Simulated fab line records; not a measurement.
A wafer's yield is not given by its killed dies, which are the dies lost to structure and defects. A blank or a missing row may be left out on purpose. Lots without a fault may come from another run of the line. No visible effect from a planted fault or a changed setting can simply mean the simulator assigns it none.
Struck lot and sound lot, side by side / flow nand harc / 12 out of 1302 route steps
Sound: the wafers L808.1, L808.3, L808.6. Wafers L805.2, L805.3, L805.6 were the ones struck. The cause is named last.
For every step that has rows: the tool of each side, followed by ch and its chambers, followed by its first start. Under that, the readings that differ: sound wafers / struck wafers / difference of the means / sigmas: that difference in standard deviations of wafers without a fault.
alike: readings with means less than 2 such deviations apart, plus words and numbers identical on both sides. not compared: withheld readings, readings lacking a value on some wafer, bounds such as >300 that could conceal the same value, and numbers that have no deviation in the record and whose values overlap.
The two part at a step that has a row with sigmas, a row that says differs or no value, or rows on one side only. Numbers that have no deviation but don't overlap get no sigmas and don't part them. A reading missing from all wafers of one side parts the sides only when that side holds two or more wafers.

NHARC_A_STAIRCASE_ETCHBACK_416: etches the open film in C4F8/O2/Ar, target depth 36 nm, time 7.2 s.
  sound: rie diel-05 ch 0,1; struck: rie diel-09 ch 0,2
  alike: oes product au, rf vpp V
  not compared: rf hours counter h
NHARC_A_STAIRCASE_STRIP_476: strips in O2, time 20 s.
  sound on rie diel-05 ch 0,1,2, day 24 05:48; struck on rie diel-09 ch 1,2,3, day 23 10:52
  alike: drypump motor current A, oes product au, rf vpp V, showerhead plenum p Torr, throttle valve pct
  not compared: rf hours counter h
then, 4 steps without rows for these wafers: NHARC_A_STAIRCASE_DEP_417 (deposits Si3N4, target thk 60 nm); NHARC_A_STAIRCASE_WET_418 (chemistry H3PO4, target depth 20 nm); NHARC_A_STAIRCASE_PRECLEAN_419 (cleans in SC1); NHARC_A_STAIRCASE_SRD_421.
NHARC_A_STAIRCASE_ALD_420: deposits SiO2, target thk 20 nm, pulse time 6 s, ald cycles 200.
  sound on ald hk-04 ch 0,1,3, day 24 08:38; struck on ald hk-01 ch 0,1,2, day 23 14:05
  alike: heater power w, precursor pulse height rel
  not compared: since wet clean h
then, 1 step without rows for these wafers: NHARC_A_STAIRCASE_CVD_552 (deposits SiNx, target thk 40 nm).
NHARC_A_STAIRCASE_DEP_151: deposits SiO2, target thk 7200 nm.
  sound on pecvd-01 ch 1,2, day 24 16:45; struck on pecvd-01 ch 1,2, day 23 22:07
  alike: heater power w
  not compared: since wet clean h
then, 1 step without rows for these wafers: NHARC_A_STAIRCASE_ANNEAL_320 (time 1800 s).
NHARC_A_STAIRCASE_DEP_322: deposits SiO2, target thk 7200 nm.
  sound on pecvd-03 ch 0,1, day 25 04:05; struck on pecvd-02 ch 0,1,2, day 24 06:15
  alike: heater power w
  not compared: since wet clean h
NHARC_A_STAIRCASE_ANNEAL_323: time 1800 s.
  sound on furnace-07 ch 0, day 25 10:34; struck on furnace-02, day 24 10:37
  no value came back on the struck wafers for any of 5 readings (run length s (s), spike tc bottom C (C) and others); on the sound wafers run length s (s) reads 1818 1818 1818

== WHERE THEY PART ==
Within this record, at NHARC_A_STAIRCASE_ANNEAL_323 only.

WHY: the cause the simulator had injected
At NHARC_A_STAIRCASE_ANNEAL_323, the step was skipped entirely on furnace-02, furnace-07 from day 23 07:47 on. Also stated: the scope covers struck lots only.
